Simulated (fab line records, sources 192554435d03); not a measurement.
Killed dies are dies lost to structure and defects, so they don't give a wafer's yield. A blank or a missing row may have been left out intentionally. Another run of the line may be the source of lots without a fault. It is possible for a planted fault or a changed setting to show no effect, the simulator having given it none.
fab line records	flow n5_finfet
record: lots: 9	wafers: 25	last_day: 17
route steps=1938 shown SDB@360 HKMG_FIN@386 BEOL_M4@1111 PASSIVATION@1936
lots untouched by any fault: they come from a run of this same line in which no faults occurred
start_h: hours from the record's first day to the start of the lot's first wafer shown	wait_h: time in hours since the lot's previous step	" the same as in the row above	L1.1+2: a single row standing in for several wafers	- either no value or no given start	* or withheld: withheld	< > ~ a bound
route shown NAME@n: names a module that has steps shown in the file, with the first one's number in the route	usual: the fault-free wafers' mean and standard deviation	same: alike in all rows	chamber/n: place in a boat	sites: the reading at each site	_std_site: how widely they spread, as a standard deviation	_edge_site: the outer-site mean with the inner-site mean subtracted	radius_mm: how far each site lies from the wafer's centre	mask NAME#n: copy n	behind: the last tool/chamber to shape the wafer	hold: what put the lot on hold/how long, in hours/how the hold closed	device: whichever transistor did not switch (one of n, p or np)	end of line: the route-end tests of the same wafers	for a step that has no rows: nothing shown but its recipe	killed: not the wafer's yield, but the dies lost to structure and defects at the first sort	map: per-die view of a wafer (x killed, . not killed, _ where there is no die)
set.NAME: the setting as run; set.NAME@STEP: as run at that earlier step	model.NAME: the simulator's own value behind a step, which no gauge read
one table for each step of the route and one row for each wafer, over a sample of lots
services: a tool's chamber out of use, with start hour (start_h, from the record's first day; less than 0 if before it), hours out, and reason
== steps ==
step: N5_SDB_ETCH_17
recipe: chemistry: CF4	target: SiARC	target_depth_a: 234	mask_material: CAR-ArF	time_s: 39	ion_energy_ev: 80	pressure_mtorr: 40	source_w: 545	bias_w: 36	Ar_flow_sccm: 100	cf4_flow_sccm: 100	ends: cleared
usual: drypump_motor_current_A: 5.8/0.45	etch_rf_on_time_s: 38.8/0.42	oes_product_au: 0.67/0.061	rf_vpp_V: 184.3/1.4	showerhead_plenum_p_Torr: 2.17/0.083	throttle_valve_pct: 15.62/0.23
lot.wafer	tool	chamber	start_h	wait_h	drypump_motor_current_A	etch_rf_on_time_s	oes_product_au	rf_hours_counter_h	rf_vpp_V	showerhead_plenum_p_Torr	throttle_valve_pct
L234.2	rie_diel-01	3	108.09	0.0	6.2	38.8	0.68	105	185.0	2.24	15.56
L234.5	"	0	"	"	5.7	39.1	0.66	-	181.7	2.06	15.80
L234.6	"	1	"	"	5.6	38.5	0.77	-	185.9	2.27	15.34
L235.1	rie_diel-02	0	108.96	0.0	5.5	39.2	0.60	228	182.3	2.03	15.63
L235.2	"	2	"	"	6.1	38.6	0.69	83	185.9	2.25	15.41
L235.3	"	1	"	"	6.5	38.5	0.62	194	185.2	2.20	15.66
L236.1	rie_diel-02	2	116.69	0.0	6.1	38.4	0.69	86	183.2	2.25	15.42
L236.3	"	1	"	"	6.5	38.4	0.62	197	185.5	2.20	15.67
L236.5	"	1	"	"	6.5	38.3	0.62	-	185.7	2.20	15.66
L239.2	rie_diel-02	3	134.95	0.0	5.9	38.8	0.66	120	183.3	2.07	15.43
L239.5	"	1	"	"	6.5	38.1	0.61	-	184.5	2.20	15.69
L239.6	"	2	"	"	6.1	38.2	0.68	-	185.9	2.25	15.43
L240.3	rie_diel-01	3	138.34	0.0	6.1	38.5	0.67	116	185.8	2.24	15.59
L240.4	"	2	"	"	5.0	38.6	0.61	222	185.5	2.20	15.96
L240.5	"	1	"	"	5.6	38.6	0.76	-	184.7	2.27	15.36
L247.4	rie_diel-01	3	179.69	0.0	6.2	38.7	0.66	129	185.4	2.23	15.62
L247.6	"	1	"	"	5.6	38.8	0.72	-	186.6	2.26	15.39
L249.1	rie_diel-06	2	192.84	0.0	5.5	38.8	0.63	179	185.7	2.21	15.97
L249.2	"	1	"	"	5.0	39.3	0.76	20	183.0	2.10	15.38
L249.3	"	3	"	"	6.4	39.0	0.65	136	184.4	2.15	15.89
L250.3	rie_diel-02	0	197.26	0.0	5.5	37.9	0.84	4	186.0	2.27	15.18
L250.4	"	0	"	"	5.5	38.1	0.82	-	186.3	2.27	15.18
L251.1	rie_diel-01	2	205.29	0.0	5.0	38.8	0.60	240	184.3	2.20	16.01
L251.3	"	1	"	"	5.6	39.3	0.71	65	183.7	2.26	15.41
L251.6	"	1	"	"	5.6	39.1	0.71	-	185.9	2.26	15.40
step: N5_SDB_ETCH_25
recipe: chemistry: C4F6/O2	target: SiO2	target_depth_a: 100	time_s: 3.3	ion_energy_ev: 250	mask_material: SiNx	pressure_mtorr: 30	source_w: 345	bias_w: 185	Ar_flow_sccm: 300	C4F6_flow_sccm: 10	O2_flow_sccm: 10
usual: C4F6_flow_sccm: 10.003/0.029	drypump_motor_current_A: 5.7/0.47	oes_product_au: 0.80/0.083	rf_vpp_V: 663/5.4	showerhead_plenum_p_Torr: 2.88/0.096	throttle_valve_pct: 21.21/0.23
lot.wafer	tool	chamber	start_h	wait_h	C4F6_flow_sccm	drypump_motor_current_A	oes_product_au	rf_hours_counter_h	rf_vpp_V	showerhead_plenum_p_Torr	throttle_valve_pct
L234.2	rie_diel-06	2	108.58	0.0	9.967	5.4	0.75	152	664	2.95	21.50
L234.5	"	3	"	"	9.973	6.4	0.77	-	663	2.86	21.38
L234.6	"	1	"	"	9.969	5.0	0.66	-	659	2.80	21.34
L235.1	rie_diel-06	3	109.45	0.0	10.004	6.4	0.79	109	663	2.86	21.39
L235.2	"	1	"	"	10.017	5.0	0.66	253	657	2.80	21.32
L235.3	"	2	"	"	9.935	5.4	0.76	152	663	2.95	21.51
L236.1	rie_diel-06	3	117.18	0.0	10.043	6.4	0.80	112	663	2.86	21.40
L236.3	"	0	"	"	9.997	5.7	0.98	2	666	2.79	20.92
L236.5	"	2	"	"	10.041	5.4	0.76	-	664	2.95	21.50
L239.2	rie_diel-02	0	135.63	0.2	9.999	5.5	0.69	238	655	2.70	21.17
L239.5	"	1	"	"	10.010	6.5	0.72	-	659	2.92	21.20
L239.6	"	2	"	"	10.012	6.1	0.80	-	665	2.99	21.03
L240.3	rie_diel-01	0	138.83	0.0	10.004	5.6	0.74	161	656	2.74	21.42
L240.4	"	1	"	"	9.944	5.6	0.88	36	672	3.01	20.94
L240.5	"	1	"	"	9.992	5.6	0.87	-	671	3.01	20.94
L247.4	rie_diel-06	1	180.47	0.3	9.981	5.0	0.91	17	658	2.80	20.99
L247.6	"	3	"	"	9.962	6.4	0.77	-	663	2.85	21.42
L249.1	rie_diel-06	2	193.72	0.4	10.064	5.4	0.74	179	663	2.94	21.54
L249.2	"	3	"	"	10.016	6.4	0.76	137	663	2.85	21.44
L249.3	"	0	"	"	10.035	5.7	0.90	27	665	2.78	20.96
L250.3	rie_diel-06	0	197.75	0.0	10.017	5.8	0.91	28	666	2.78	20.96
L250.4	"	3	"	"	9.992	6.4	0.76	138	662	2.85	21.44
L251.1	rie_diel-01	3	205.78	0.0	9.964	6.2	0.77	140	671	2.96	21.14
L251.3	"	0	"	"	9.970	5.6	0.72	191	657	2.73	21.45
L251.6	"	1	"	"	9.991	5.6	0.84	-	671	3.00	20.98
step: N5_SDB_INSPECT_36
recipe: inspect_instrument: darkfield	mode: post_cmp
usual: raw_defect_count: 37/17
lot.wafer	tool	chamber	start_h	wait_h	raw_defect_count
L234.2	defect_inspect-01	-	111.90	0.0	17
L234.5	"	-	"	"	24
L234.6	"	-	"	"	44
L235.1	defect_inspect-01	-	113.34	0.0	18
L235.2	"	-	"	"	14
L235.3	"	-	"	"	34
L236.1	defect_inspect-01	-	120.51	0.0	52
L236.3	"	-	"	"	42
L236.5	"	-	"	"	58
L239.2	defect_inspect-02	-	139.97	0.0	39
L239.5	"	-	"	"	37
L239.6	"	-	"	"	47
L240.3	defect_inspect-02	-	142.16	0.0	41
L240.4	"	-	"	"	16
L240.5	"	-	"	"	22
L247.4	defect_inspect-01	-	183.86	0.0	54
L247.6	"	-	"	"	39
L249.1	defect_inspect-01	-	197.05	0.0	19
L249.2	"	-	"	"	23
L249.3	"	-	"	"	30
L250.3	defect_inspect-02	-	201.07	0.0	40
L250.4	"	-	"	"	54
L251.1	defect_inspect-01	-	209.10	0.0	35
L251.3	"	-	"	"	44
L251.6	"	-	"	"	53
step: N5_HKMG_FIN_HK_ALD_01
recipe: material: HfO2	target_thk_a: 16	temp_c: withheld	ald_precursor_family: HfCl4	ald_co_reactant: H2O	pulse_time_s: 3	purge_time_s: 3	co_reactant_purge_time_s: 2.5	co_reactant_pulse_time_s: 0.3	ald_cycles: 30
usual: ald_cycles: 30/0	precursor_pulse_height_rel: 1.000/0.019
lot.wafer	tool	chamber	start_h	wait_h	ald_cycles	precursor_pulse_height_rel	since_wet_clean_h
L234.2	ald_hk-02	1	112.49	0.0	30	0.991	993
L234.5	"	3	"	"	30	1.049	-
L234.6	"	0	"	"	30	0.979	-
L235.1	ald_hk-03	3	113.93	0.0	30	0.996	1890
L235.2	"	2	"	"	30	1.050	1890
L235.3	"	0	"	"	30	0.997	1890
L236.1	ald_hk-01	0	121.19	0.0	30	1.016	91
L236.3	"	1	"	"	30	1.003	91
L236.5	"	3	"	"	30	0.974	-
L239.2	ald_hk-03	2	140.57	0.0	30	0.983	1917
L239.5	"	0	"	"	30	1.043	-
L239.6	"	3	"	"	30	1.005	-
L240.3	ald_hk-03	0	142.74	0.0	30	1.019	1919
L240.4	"	2	"	"	30	1.025	1919
L240.5	"	2	"	"	30	1.029	-
L247.4	ald_hk-03	3	184.44	0.0	40	1.005	1960
L247.6	"	2	"	"	30	1.003	-
L249.1	ald_hk-03	1	197.64	0.0	30	1.013	1974
L249.2	"	2	"	"	30	0.969	1974
L249.3	"	3	"	"	40	0.976	1974
L250.3	ald_hk-03	0	201.66	0.0	40	1.027	1978
L250.4	"	3	"	"	40	0.997	1978
L251.1	ald_hk-02	3	209.69	0.0	30	0.975	1090
L251.3	"	1	"	"	30	1.008	1090
L251.6	"	2	"	"	30	0.995	-
step: N5_HKMG_FIN_THK_MEAS_70
recipe: thk_meas_gauge: xrf	reads: HfO2_of_HKMG_FIN_HK_ALD_01
usual: HK_THK: 1.621/0.018
lot.wafer	tool	chamber	start_h	wait_h	HK_THK[nm]
L234.2	film_metro-02	-	115.99	0.2	1.655
L234.5	"	-	"	"	1.643
L234.6	"	-	"	"	1.642
L235.1	film_metro-02	-	117.51	0.2	1.632
L235.2	"	-	"	"	1.631
L235.3	"	-	"	"	1.593
L236.1	film_metro-01	-	124.67	0.2	1.647
L236.3	"	-	"	"	1.639
L236.5	"	-	"	"	1.622
L239.2	film_metro-01	-	144.40	0.2	1.597
L239.5	"	-	"	"	1.598
L239.6	"	-	"	"	1.623
L240.3	film_metro-01	-	146.40	0.2	1.591
L240.4	"	-	"	"	1.608
L240.5	"	-	"	"	1.624
L247.4	film_metro-01	-	187.94	0.2	2.151
L247.6	"	-	"	"	1.620
L249.1	film_metro-01	-	201.62	0.2	1.620
L249.2	"	-	"	"	1.608
L249.3	"	-	"	"	2.151
L250.3	film_metro-01	-	205.19	0.2	2.155
L250.4	"	-	"	"	2.147
L251.1	film_metro-02	-	213.38	0.2	1.653
L251.3	"	-	"	"	1.640
L251.6	"	-	"	"	1.608
step: N5_BEOL_M4_RC_MEAS_101
usual: DIBL_N: 36.5/1.4	DIBL_P: 36.6/1.6	EOT_N: 10.51/0.087	EOT_P: 10.47/0.087	IGATE_N: 0.0126/0.0017	IGATE_P: 0.0038/0.00051	IOFF_N: 0.160/0.024	IOFF_P: 0.217/0.029	ION_N: 674/8.7	ION_P: 464/6.5	SS_N: 71.6/0.47	SS_P: 73.4/0.57	VT_N: 250.0/2.5	VT_P: -250/3.1
lot.wafer	tool	chamber	start_h	wait_h	DIBL_N[mV/V]	DIBL_P[mV/V]	EOT_N	EOT_P	IGATE_N[nA/um]	IGATE_P[nA/um]	IOFF_N[nA/um]	IOFF_P[nA/um]	ION_N[uA/um]	ION_P[uA/um]	SS_N[mV/dec]	SS_P[mV/dec]	VT_N[mV]	VT_P[mV]
L234.2	prober-01	0	212.97	0.2	36.2	36.6	10.41	10.38	0.0156	0.0047	0.161	0.244	670	472	71.7	74.0	248.0	-245
L234.5	"	0	"	"	35.4	34.5	10.39	10.37	0.0142	0.0044	0.140	0.202	670	462	71.5	72.5	250.6	-246
L234.6	"	0	"	"	36.4	37.0	10.49	10.24	0.0139	0.0043	0.168	0.238	679	470	71.6	73.5	248.6	-246
L235.1	prober-01	0	216.01	0.0	38.3	38.1	10.83	10.67	0.0094	0.0029	0.188	0.269	683	473	71.7	74.7	248.0	-245
L235.2	"	0	"	"	35.9	33.7	10.67	10.73	0.0100	0.0031	0.130	0.193	663	467	71.6	72.2	253.9	-249
L235.3	"	0	"	"	37.5	36.4	10.67	10.53	0.0115	0.0035	0.166	0.238	663	462	72.2	73.8	250.4	-250
L236.1	prober-01	0	227.21	0.0	36.3	37.3	10.66	10.57	0.0093	0.0028	0.169	0.261	678	474	71.1	74.2	248.6	-245
L236.3	"	0	"	"	37.1	37.9	10.48	10.46	0.0107	0.0033	0.187	0.267	673	474	72.0	73.4	245.1	-243
L236.5	"	0	"	"	36.9	37.7	10.53	10.54	0.0111	0.0034	0.176	0.256	689	474	71.9	73.4	248.4	-244
L239.2	prober-02	0	242.14	0.2	39.2	39.4	10.38	10.36	0.0154	0.0047	0.188	0.213	679	461	72.3	74.0	248.0	-251
L239.5	"	0	"	"	40.3	40.9	10.49	10.47	0.0132	0.0040	0.209	0.247	668	456	72.9	75.4	247.4	-249
L239.6	"	0	"	"	38.9	39.0	10.47	10.55	0.0123	0.0037	0.170	0.197	674	455	72.2	74.6	250.9	-254
L240.3	prober-01	0	244.15	0.3	35.7	35.4	10.42	10.44	0.0137	0.0042	0.134	0.212	666	469	70.7	72.5	251.2	-249
L240.4	"	0	"	"	37.9	37.3	10.46	10.50	0.0137	0.0042	0.174	0.239	681	465	72.1	73.1	249.5	-246
L240.5	"	0	"	"	36.0	35.4	10.43	10.45	0.0154	0.0047	0.140	0.210	675	468	71.0	72.9	249.9	-249
L249.1	prober-01	0	286.38	0.0	35.9	35.8	10.58	10.59	0.0117	0.0035	0.153	0.224	681	465	71.5	73.0	249.2	-249
L249.2	"	0	"	"	34.7	34.1	10.62	10.44	0.0120	0.0036	0.133	0.208	670	466	70.7	73.3	252.9	-246
L249.3	"	0	"	"	37.9	37.5	11.58	11.58	0.0003	0.0001	0.172	0.271	646	455	71.9	73.8	248.2	-244
L247.4	prober-02	0	289.43	0.5	37.8	39.4	11.50	11.51	0.0003	0.0001	0.184	0.248	657	456	72.2	73.6	248.1	-250
L247.6	"	0	"	"	36.5	37.8	10.45	10.47	0.0138	0.0042	0.161	0.225	674	464	72.0	73.4	252.8	-250
L250.3	prober-01	0	301.45	0.3	37.1	39.8	11.55	11.39	0.0004	0.0001	0.177	0.236	661	451	71.3	73.9	249.8	-247
L250.4	"	0	"	"	40.2	42.9	11.35	11.54	0.0003	0.0001	0.246	0.289	670	449	73.5	75.0	245.9	-247
L251.1	prober-02	0	304.14	0.0	37.0	36.3	10.59	10.53	0.0120	0.0036	0.169	0.218	677	459	72.2	72.9	249.2	-251
L251.3	"	0	"	"	36.4	36.3	10.62	10.49	0.0118	0.0035	0.166	0.213	682	464	71.4	74.0	247.6	-252
L251.6	"	0	"	"	36.7	36.4	10.53	10.51	0.0124	0.0038	0.173	0.222	680	464	72.0	73.8	247.2	-249
step: N5_PASSIVATION_PROBE_49
usual: defect_limited_yield: 91.2/1.4	killed_at_M0_to_M3: 34/9.4	killed_at_M4_up: 13/5.8	killed_at_contacts: 13/6.4	killed_at_front_end: 41/11	killed_at_other: 3.1/2.3	killed_dies: 103/16	killed_open: 69/12	killed_short: 33/7.8	sort_bin_4_leakage: 0/0	sort_bin_5_function: 5.1/0.91	sort_bin_6_memory: 3.3/0.63	sort_bin_8_speed: 0/0	sort_n_pass: 1077/16	sort_yield_pct: 91.2/1.4
same: gross_dies: 1180	killed_at_back_side: 0
lot.wafer	tool	chamber	start_h	wait_h	defect_limited_yield[%]	killed_at_M0_to_M3	killed_at_M4_up	killed_at_contacts	killed_at_front_end	killed_at_other	killed_dies	killed_open	killed_short	sort_bin_4_leakage[%]	sort_bin_5_function[%]	sort_bin_6_memory[%]	sort_bin_8_speed[%]	sort_n_pass	sort_yield_pct[%]
L234.2	prober-02	-	312.64	0.1	91.6	35	19	8	36	1	99	74	25	0	4.5	3.6	0	1081	91.6
L234.5	prober-02	-	312.79	0.2	91.2	32	5	13	52	2	104	78	26	0	4.9	3.8	0	1076	91.2
L234.6	prober-02	-	312.84	0.3	89.0	36	18	19	51	6	130	86	44	0	6.8	4.0	0	1050	89.0
L235.1	prober-01	-	313.93	0.0	91.9	41	20	10	22	3	96	57	39	0	4.9	3.1	0	1084	91.9
L235.2	prober-01	-	313.98	0.1	90.9	28	14	10	52	3	107	76	31	0	5.4	3.6	0	1073	90.9
L235.3	prober-01	-	314.03	0.1	91.9	36	16	0	43	1	96	68	24	0	4.9	2.8	0	1084	91.9
L236.1	prober-01	-	320.35	0.0	89.9	35	6	15	55	8	119	89	30	0	5.8	4.2	0	1061	89.9
L236.3	prober-01	-	320.45	0.1	90.6	45	5	6	52	3	111	79	32	0	5.5	3.4	0	1069	90.6
L236.5	prober-01	-	320.55	0.2	92.3	37	7	13	33	1	91	70	20	0	4.7	3.0	0	1089	92.3
L240.3	prober-02	-	342.91	0.1	93.1	32	13	9	25	2	81	49	31	0	3.6	3.0	0	1099	93.1
L240.4	prober-02	-	342.96	0.2	89.6	35	13	8	65	2	123	73	49	0	5.7	4.2	0	1057	89.6
L240.5	prober-02	-	343.01	0.2	90.6	44	19	7	38	3	111	74	37	0	5.3	3.9	0	1069	90.6
L239.2	prober-01	-	343.46	0.1	91.9	28	12	8	45	2	95	59	35	0	5.1	2.7	0	1085	91.9
L239.5	prober-01	-	343.61	0.2	92.4	25	12	12	40	1	90	58	30	0	4.9	2.2	0	1090	92.4
L239.6	prober-01	-	343.66	0.3	94.2	10	11	9	38	0	68	42	26	0	3.6	1.6	0	1112	94.2
L249.1	prober-01	-	380.03	0.0	90.3	25	18	12	55	4	114	76	35	0	5.6	3.3	0	1066	90.3
L249.2	prober-01	-	380.08	0.1	91.1	25	20	7	50	3	105	69	36	0	5.5	3.1	0	1075	91.1
L249.3	prober-01	-	380.13	0.1	88.1	44	7	12	72	6	141	88	48	0	6.7	4.5	0.17	1037	87.9
L247.4	prober-02	-	384.18	0.2	93.1	33	4	11	33	0	81	58	22	0	4.1	2.5	0	1099	93.1
L247.6	prober-02	-	384.28	0.3	90.8	49	15	12	29	3	108	82	23	0	5.8	3.2	0	1072	90.8
L250.3	prober-01	-	400.91	0.1	91.9	12	18	12	46	7	95	70	25	0	4.5	3.2	0	1085	91.9
L250.4	prober-01	-	400.96	0.2	93.1	19	10	12	39	1	81	57	22	0.08	4.1	2.6	0	1098	93.1
L251.1	prober-01	-	411.76	0.0	90.2	36	15	23	38	4	116	86	27	0	5.8	3.6	0	1064	90.2
L251.3	prober-01	-	411.86	0.1	93.5	27	9	10	28	3	77	54	22	0	4.2	2.0	0	1103	93.5
L251.6	prober-01	-	412.01	0.3	91.4	23	20	7	51	0	101	60	38	0	5.3	2.8	0	1079	91.4
killed by level:class
L234.2 FIN_SAQP:geometric_particle:open=12 BEOL_M3:geometric_particle:open=9 BEOL_M0_SAQP:geometric_particle:short=8 BEOL_M4:geometric_particle:open=8 STI_FIN_REVEAL:geometric_particle:open=7 MOL_CONTACT_COAG:geometric_particle:open=7 BEOL_M1:geometric_particle:open=5 BEOL_M2:geometric_particle:open=5
L234.5 FIN_SAQP:geometric_particle:open=18 STI_FIN_REVEAL:geometric_particle:open=14 BEOL_M2:geometric_particle:open=13 MOL_CONTACT_COAG:geometric_particle:open=11 FIN_SAQP:geometric_particle:short=6 BEOL_M0_SAQP:geometric_particle:open=6 BEOL_M0_SAQP:geometric_particle:short=4 BEOL_M4:geometric_particle:open=4
L234.6 FIN_SAQP:geometric_particle:open=14 MOL_CONTACT_COAG:geometric_particle:open=14 FIN_SAQP:geometric_particle:short=13 BEOL_M4:geometric_particle:open=10 STI_FIN_REVEAL:geometric_particle:open=9 BEOL_M3:geometric_particle:open=8 BEOL_M1:geometric_particle:open=7 BEOL_M0_SAQP:geometric_particle:short=6
L235.1 BEOL_M0_SAQP:geometric_particle:short=12 BEOL_M3:geometric_particle:open=10 BEOL_M0_SAQP:geometric_particle:open=9 STI_FIN_REVEAL:geometric_particle:open=7 BEOL_M4:geometric_particle:short=5 MOL_CONTACT_COAG:geometric_particle:short=5 MOL_CONTACT_COAG:geometric_particle:open=5 BEOL_M4:geometric_particle:open=5
L235.2 STI_FIN_REVEAL:geometric_particle:open=24 BEOL_M0_SAQP:geometric_particle:short=10 MOL_CONTACT_COAG:geometric_particle:open=9 FIN_SAQP:geometric_particle:open=8 DUMMY_GATE:geometric_particle:open=6 BEOL_M0_SAQP:geometric_particle:open=6 BEOL_M4:geometric_particle:open=6 BEOL_M3:geometric_particle:open=5
L235.3 STI_FIN_REVEAL:geometric_particle:open=22 BEOL_M0_SAQP:geometric_particle:open=12 BEOL_M0_SAQP:geometric_particle:short=8 DUMMY_GATE:geometric_particle:open=7 BEOL_M2:geometric_particle:open=7 BEOL_M5:geometric_particle:open=5 STI_FIN_REVEAL:geometric_particle:short=3 BEOL_M1:geometric_particle:open=3
L236.1 FIN_SAQP:geometric_particle:open=15 MOL_CONTACT_COAG:geometric_particle:open=11 BEOL_M2:geometric_particle:open=11 STI_FIN_REVEAL:geometric_particle:open=9 DUMMY_GATE:geometric_particle:open=8 BEOL_M0_SAQP:geometric_particle:open=8 FIN_SAQP:geometric_particle:short=7 GATE_CUT:geometric_particle:short=5
L236.3 BEOL_M1:geometric_particle:open=12 FIN_SAQP:geometric_particle:short=11 STI_FIN_REVEAL:geometric_particle:open=11 BEOL_M2:geometric_particle:open=11 FIN_SAQP:geometric_particle:open=10 BEOL_M0_SAQP:geometric_particle:open=7 BEOL_M0_SAQP:geometric_particle:short=5 MOL_CONTACT_COAG:geometric_particle:open=5
L236.5 MOL_CONTACT_COAG:geometric_particle:open=11 BEOL_M2:geometric_particle:open=11 STI_FIN_REVEAL:geometric_particle:open=10 FIN_SAQP:geometric_particle:open=6 BEOL_M0_SAQP:geometric_particle:open=6 BEOL_M1:geometric_particle:open=6 BEOL_M3:geometric_particle:open=4 GATE_CUT:geometric_particle:open=4
L240.3 BEOL_M0_SAQP:geometric_particle:short=8 MOL_CONTACT_COAG:geometric_particle:open=7 STI_FIN_REVEAL:geometric_particle:open=6 BEOL_M3:geometric_particle:open=6 BEOL_M1:geometric_particle:open=5 BEOL_M2:geometric_particle:open=5 GATE_CUT:geometric_particle:short=4 FIN_SAQP:geometric_particle:short=3
L240.4 FIN_SAQP:geometric_particle:short=15 STI_FIN_REVEAL:geometric_particle:open=12 BEOL_M0_SAQP:geometric_particle:open=10 FIN_SAQP:geometric_particle:open=9 BEOL_M0_SAQP:geometric_particle:short=8 MOL_CONTACT_COAG:geometric_particle:open=7 GATE_CUT:geometric_particle:open=6 DUMMY_GATE:geometric_particle:open=5
L240.5 BEOL_M3:geometric_particle:open=12 BEOL_M0_SAQP:geometric_particle:short=10 BEOL_M0_SAQP:geometric_particle:open=9 DUMMY_GATE:geometric_particle:open=8 FIN_SAQP:geometric_particle:short=7 BEOL_M2:geometric_particle:open=6 BEOL_M4:geometric_particle:open=6 BEOL_M5:geometric_particle:open=6
L239.2 BEOL_M2:geometric_particle:open=14 STI_FIN_REVEAL:geometric_particle:open=12 FIN_SAQP:geometric_particle:short=11 GATE_CUT:geometric_particle:short=6 MOL_CONTACT_COAG:geometric_particle:open=6 FIN_SAQP:geometric_particle:open=5 BEOL_M0_SAQP:geometric_particle:short=5 BEOL_M0_SAQP:geometric_particle:open=5
L239.5 MOL_CONTACT_COAG:geometric_particle:open=8 FIN_SAQP:geometric_particle:short=7 STI_FIN_REVEAL:geometric_particle:open=7 BEOL_M2:geometric_particle:open=7 FIN_SAQP:geometric_particle:open=6 BEOL_M0_SAQP:geometric_particle:short=6 SPACER0:geometric_particle:open=4 MOL_CONTACT_COAG:geometric_particle:short=4
L239.6 FIN_SAQP:geometric_particle:short=10 STI_FIN_REVEAL:geometric_particle:open=7 MOL_CONTACT_COAG:geometric_particle:open=7 FIN_SAQP:geometric_particle:open=6 BEOL_M0_SAQP:geometric_particle:short=6 GATE_CUT:geometric_particle:open=4 BEOL_M4:geometric_particle:open=4 STARTING-WAFER:geometric_particle:open=3
L249.1 STI_FIN_REVEAL:geometric_particle:open=14 FIN_SAQP:geometric_particle:short=11 MOL_CONTACT_COAG:geometric_particle:open=11 FIN_SAQP:geometric_particle:open=10 BEOL_M4:geometric_particle:open=8 BEOL_M0_SAQP:geometric_particle:open=6 BEOL_M3:geometric_particle:open=6 DUMMY_GATE:geometric_particle:open=4
L249.2 FIN_SAQP:geometric_particle:open=13 FIN_SAQP:geometric_particle:short=12 BEOL_M0_SAQP:geometric_particle:open=8 STI_FIN_REVEAL:geometric_particle:open=7 GATE_CUT:geometric_particle:short=6 MOL_CONTACT_COAG:geometric_particle:open=6 BEOL_M0_SAQP:geometric_particle:short=6 BEOL_M6:geometric_particle:open=6
L249.3 STI_FIN_REVEAL:geometric_particle:open=15 FIN_SAQP:geometric_particle:short=14 FIN_SAQP:geometric_particle:open=14 BEOL_M0_SAQP:geometric_particle:short=10 MOL_CONTACT_COAG:geometric_particle:open=9 BEOL_M0_SAQP:geometric_particle:open=9 BEOL_M2:geometric_particle:open=9 BEOL_M0:geometric_particle:open=7
L247.4 MOL_CONTACT_COAG:geometric_particle:open=10 BEOL_M2:geometric_particle:open=8 BEOL_M1:geometric_particle:open=7 DUMMY_GATE:geometric_particle:open=5 BEOL_M0_SAQP:geometric_particle:open=5 FIN_SAQP:geometric_particle:open=4 STI_FIN_REVEAL:geometric_particle:open=4 GATE_CUT:geometric_particle:open=4
L247.6 BEOL_M1:geometric_particle:open=15 BEOL_M2:geometric_particle:open=10 BEOL_M0_SAQP:geometric_particle:open=10 MOL_CONTACT_COAG:geometric_particle:open=9 BEOL_M0_SAQP:geometric_particle:short=7 FIN_SAQP:geometric_particle:open=6 DUMMY_GATE:geometric_particle:open=6 STI_FIN_REVEAL:geometric_particle:open=5
L250.3 FIN_SAQP:geometric_particle:open=21 BEOL_M4:geometric_particle:open=11 MOL_CONTACT_COAG:geometric_particle:open=9 GATE_CUT:geometric_particle:short=6 BEOL_M0_SAQP:geometric_particle:open=6 STI_FIN_REVEAL:geometric_particle:open=5 FIN_SAQP:geometric_particle:short=4 DUMMY_GATE:geometric_particle:open=3
L250.4 MOL_CONTACT_COAG:geometric_particle:open=10 FIN_SAQP:geometric_particle:open=9 STI_FIN_REVEAL:geometric_particle:open=7 BEOL_M4:geometric_particle:open=7 FIN_SAQP:geometric_particle:short=6 BEOL_M1:geometric_particle:open=5 STARTING-WAFER:geometric_particle:short=5 BEOL_M2:geometric_particle:open=4
L251.1 MOL_CONTACT_COAG:geometric_particle:open=21 BEOL_M1:geometric_particle:open=10 BEOL_M2:geometric_particle:open=9 BEOL_M3:geometric_particle:open=7 GATE_CUT:geometric_particle:short=6 FIN_SAQP:geometric_particle:short=4 STI_FIN_REVEAL:geometric_particle:open=4 GATE_CUT:geometric_particle:open=4
L251.3 BEOL_M1:geometric_particle:open=10 MOL_CONTACT_COAG:geometric_particle:open=8 FIN_SAQP:geometric_particle:short=6 BEOL_M0_SAQP:geometric_particle:open=6 FIN_SAQP:geometric_particle:open=4 GATE_CUT:geometric_particle:open=4 STARTING-WAFER:geometric_particle:open=4 BEOL_M1:geometric_particle:short=3
L251.6 FIN_SAQP:geometric_particle:short=14 FIN_SAQP:geometric_particle:open=10 MOL_CONTACT_COAG:geometric_particle:open=6 BEOL_M0_SAQP:geometric_particle:short=6 BEOL_M2:geometric_particle:open=6 BEOL_M6:geometric_particle:open=5 STI_FIN_REVEAL:geometric_particle:open=4 ILD0:geometric_particle:short=4
== services ==
tool	chamber	start_h	hours	kind
rie_diel-06	1	112.08	-	clean
rie_diel-06	1	112.08	-	consumable_replace:focus_ring
rie_diel-06	1	112.08	16.5	scheduled_down
rie_diel-06	1	112.08	16.5	vent_cycle
ald_hk-03	-	132.21	1.3	repair
rie_diel-06	-	152.14	4.3	pm
rie_diel-02	-	161.27	0.4	repair
rie_diel-02	0	168.03	-	clean
rie_diel-02	0	168.03	-	consumable_replace:focus_ring
rie_diel-02	0	168.03	-	consumable_replace:showerhead
rie_diel-02	0	168.03	16.3	scheduled_down
rie_diel-02	0	168.03	16.3	vent_cycle
rie_diel-01	2	185.30	17.7	repair
rie_diel-02	1	195.81	5.5	repair
rie_diel-02	3	198.03	6.0	repair
ald_hk-03	-	203.77	14.6	pm
== key ==
first_sign: step: N5_HKMG_FIN_HK_ALD_01	reading: ald_cycles	direction: up	sigmas: 99+	usual: *	struck: *
effect: step: N5_HKMG_FIN_THK_MEAS_70	reading: HK_THK	direction: up	sigmas: 29	usual: 1.621	struck: 2.151
effect: step: N5_BEOL_M4_RC_MEAS_101	reading: EOT_P	direction: up	sigmas: 12	usual: 10.47	struck: 11.51
effect: step: N5_BEOL_M4_RC_MEAS_101	reading: EOT_N	direction: up	sigmas: 11	usual: 10.51	struck: 11.49
effect: step: N5_BEOL_M4_RC_MEAS_101	reading: IGATE_N	direction: down	sigmas: 7.4	usual: 0.0126	struck: 0.0003
effect: step: N5_BEOL_M4_RC_MEAS_101	reading: IGATE_P	direction: down	sigmas: 7.4	usual: 0.0038	struck: 0.0001
effect: step: N5_BEOL_M4_RC_MEAS_101	reading: DIBL_P	direction: up	sigmas: 2	usual: 36.6	struck: 39.9
effect: step: N5_BEOL_M4_RC_MEAS_101	reading: ION_N	direction: down	sigmas: 1.8	usual: 674	struck: 659
met_at N5_HKMG_FIN_HK_ALD_01
struck_lots L247,L249,L250
struck_wafers L247.4,L249.3,L250.3,L250.4
not_acting_at N5_SDB_ETCH_17,N5_SDB_ETCH_25,N5_SDB_INSPECT_36
onset_between 142.74 184.44
fault: kind: process_parameter_drift	tool: ald_hk-03	chamber: -	onset_h: 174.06	steps: N5_HKMG_FIN_HK_ALD_01	channel: ald_cycles	offset: *	shape: step	end_h: 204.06	scope: struck_wafers_only	acts_in: *	stated: *
